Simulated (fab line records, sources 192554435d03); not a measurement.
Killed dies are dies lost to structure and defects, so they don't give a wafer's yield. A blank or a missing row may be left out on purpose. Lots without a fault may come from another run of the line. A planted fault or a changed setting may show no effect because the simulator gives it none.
One fault seen from 2 desks | flow n5_finfet | each desk has only its own numbers; what lay behind them comes last

THE METROLOGY DESK
What the gauges read, lot by lot, whatever tool the lot ran on: means of the sampled wafers that have a number. A lot is out of limits, marked OUT, if its mean lies more than 4 standard deviations from the usual mean; the brackets give that distance.
Columns: A = cd_nm at N5_BEOL_M5_CD_MEAS_18, usual 28.1 nm; B = V4_OVL at N5_BEOL_M5_OVL_MEAS_29, usual 0.0 nm; C = trench_depth_nm at N5_BEOL_M5_OCD_MEAS_38, usual 71.2 nm; D = cd_nm at N5_BEOL_M5_CD_MEAS_35, usual 28.1 nm
lot  | first seen here | A    | B    | C    | D
L381 | day 8 14:31     | 28.5 | -0.5 | 71.7 | 28.6
L383 | day 10 00:48    | 28.5 | -0.3 | 70.5 | 28.5
L386 | day 10 01:40    | 27.9 | -0.5 | -    | -
L389 | day 10 12:31    | 28.2 | -0.7 | -    | -
L391 | day 11 06:03    | 27.9 | 0.6  | 71.7 | 28.0
L393 | day 11 16:50    | 28.3 | -0.0 | 70.8 | 28.9
L394 | day 12 09:10    | 27.4 | -0.4 | 70.7 | 27.7
L397 | day 12 10:40    | 28.3 | -0.4 | 72.1 | 28.0
L395 | day 12 13:13    | 28.9 | 0.4  | 71.7 | 29.1
L396 | day 12 18:16    | 28.3 | -0.2 | 73.7 | 28.1
This desk's finding: nothing out of limits on any of the 10 lots.

THE TOOL OWNER'S DESK: pvd_sputter-03
The tool's own readings at N5_BEOL_M5_HM_DEP_02 (deposits TiN, target thk 20 nm): means of the sampled wafers that have a number, for each lot that ran on this tool. A lot is out of limits, marked OUT, if its mean lies more than 4 standard deviations from the usual mean; the brackets give that distance.
Columns: A = chamber_pressure_pa at N5_BEOL_M5_HM_DEP_02, usual 0.5000 Pa; B = throttle_valve_pct at N5_BEOL_M5_HM_DEP_02, usual 29.9 %
lot  | first seen here | A      | B
L381 | day 8 13:29     | 0.5002 | 30.3
L383 | day 9 23:44     | 0.5005 | 31.0
L386 | day 10 00:25    | 0.5003 | 30.7
L389 | day 10 11:34    | 0.5001 | 30.7
This desk's finding: nothing out of limits on any of the 4 lots.

PUT TOGETHER
The metrology desk saw nothing out of limits.
The tool owner's desk saw nothing out of limits.

WHAT THE SIMULATOR HAD PUT IN
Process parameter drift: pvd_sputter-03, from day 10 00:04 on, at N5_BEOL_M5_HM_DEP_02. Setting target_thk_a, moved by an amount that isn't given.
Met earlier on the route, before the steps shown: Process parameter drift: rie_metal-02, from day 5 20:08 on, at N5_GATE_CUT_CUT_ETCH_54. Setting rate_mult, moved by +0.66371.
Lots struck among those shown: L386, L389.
